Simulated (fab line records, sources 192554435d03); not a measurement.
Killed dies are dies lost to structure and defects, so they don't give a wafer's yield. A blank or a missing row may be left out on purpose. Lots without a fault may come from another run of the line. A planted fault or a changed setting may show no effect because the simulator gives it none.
Split-lot experiment | flow n5_finfet | 7 lots, 21 wafers read, on a route of 1938 steps

THE SPLIT
At N5_BEOL_M4_COAT_67 (time 60 s, resist thk 60 nm), the setting spin_rpm was moved away from the recipe's 1500 rpm on 8 of the 21 wafers read, by -10.8% to +9.5%. The other wafers ran this setting at the recipe's value.

FROM THE SPLIT TO THE READING: what the file shows between them, 8 steps
- N5_BEOL_M4_COAT_22: resist thk 30 nm (also split here: spin_rpm)
- N5_BEOL_M4_EBR_24
- N5_BEOL_M4_SOFTBAKE_23: time 60 s
- N5_BEOL_M4_EXPOSE_25: exposes mask V3, defocus 5 nm
- N5_BEOL_M4_PEB_26: peb time 60 s
- N5_BEOL_M4_DEVELOP_27: develop time 30 s
- N5_BEOL_M4_ALD_98: deposits SiO2, target thk 2.5 nm, pulse time 1 s, co reactant pulse time 1 s
- N5_BEOL_M4_ETCHBACK_99: etches SiO2 in CHF3, target depth 5 nm, time 10.4 s

THE READING
etch.depth_nm (the simulator's own value, which no gauge read), in nm, at N5_BEOL_M4_ETCH_70 (etches SOC in N2/H2, target depth 80 nm, overetch 24 nm, time 130 s). The file gives no usual value for it. The 13 wafers here that ran the recipe average 60.09 nm, standard deviation 0.082 nm.

wafer  | tool, chamber at the split | spin_rpm as run, rpm | against the recipe | etch.depth_nm, nm | against lot-mates on the recipe
L079.1 | litho_track-04, 0          | 1500                 | recipe             | 59.98             | -
L079.2 | litho_track-04, 0          | 1500                 | recipe             | 60.04             | -
L079.6 | litho_track-04, 0          | 1500                 | recipe             | 60.18             | -
L080.2 | litho_track-01, 0          | 1625                 | +8.3%              | 57.73             | -2.35
L080.3 | litho_track-01, 0          | 1500                 | recipe             | 60.08             | -
L080.5 | litho_track-01, 0          | 1625                 | +8.3%              | 57.68             | -2.40
L082.2 | litho_track-01, 0          | 1500                 | recipe             | 60.18             | -
L082.3 | litho_track-01, 0          | 1500                 | recipe             | 60                | -
L082.5 | litho_track-01, 0          | 1441                 | -3.9%              | 61.03             | +0.94
L085.1 | litho_track-01, 0          | 1500                 | recipe             | 60.16             | -
L085.2 | litho_track-01, 0          | 1500                 | recipe             | 60.17             | -
L085.5 | litho_track-01, 0          | 1338                 | -10.8%             | 63.84             | +3.68
L093.2 | litho_track-04, 0          | 1642                 | +9.5%              | 57.51             | no lot-mate on the recipe
L093.4 | litho_track-04, 0          | 1642                 | +9.5%              | 57.16             | no lot-mate on the recipe
L093.5 | litho_track-04, 0          | 1642                 | +9.5%              | 57.27             | no lot-mate on the recipe
L094.1 | litho_track-04, 0          | 1500                 | recipe             | 60.22             | -
L094.3 | litho_track-04, 0          | 1500                 | recipe             | 59.99             | -
L094.5 | litho_track-04, 0          | 1500                 | recipe             | 60.1              | -
L097.2 | litho_track-04, 0          | 1500                 | recipe             | 59.99             | -
L097.3 | litho_track-04, 0          | 1500                 | recipe             | 60.08             | -
L097.6 | litho_track-04, 0          | 1349                 | -10.1%             | 63.18             | +3.15

THE FIT
A straight line over all 21 wafers: etch.depth_nm changes by -0.304 nm for each +1% of spin_rpm; r = -1.00; the points scatter about the line by 0.16 nm.
The same after taking each lot's own level away (the mean of its wafers on the recipe; 18 wafers): -0.307 nm for each +1%; r = -1.00; scatter 0.14 nm.
On that fit, the largest move of spin_rpm shifts the reading by 3.3 nm.
The lots' own levels span 60.035 to 60.165 nm, that is 1.6 times the standard deviation above.
So the lot-to-lot level changes the slope little: the two slopes agree.
Check: with one of the wafers moved furthest among these (-10.8%) left out of the fit, the line predicts +3.17 nm for it against its lot-mates. It came out at +3.68 nm against them.

OTHER SPLITS ON THESE WAFERS
These wafers also went through other splits before the reading. Each is held against what the fit with the lots' levels taken away leaves over:
other split on the same wafers | wafers away from the commonest value | r with etch.depth_nm (lot level and that fit taken away)
N5_BEOL_M4_COAT_22 spin_rpm    | 6                                    | +0.08

THE WHOLE CHAIN: every reading that the file lists as answering this split, in the file's order
step               | what it does                                                        | reading                                                                        | change (the file's fit)               | r (the file's)
N5_BEOL_M4_COAT_67 | time 60 s, resist thk 60 nm                                         | SOC_of_BEOL_M4_COAT_67.thk_nm (the simulator's own value, which no gauge read) | -0.31 nm for each +1% of the setting  | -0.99
N5_BEOL_M4_ETCH_70 | etches SOC in N2/H2, target depth 80 nm, overetch 24 nm, time 130 s | etch.depth_nm (the simulator's own value, which no gauge read)                 | -0.313 nm for each +1% of the setting | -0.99

THE FILE'S OWN FIT
etch.depth_nm changes by -0.313 nm for each +1% of spin_rpm, r = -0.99.
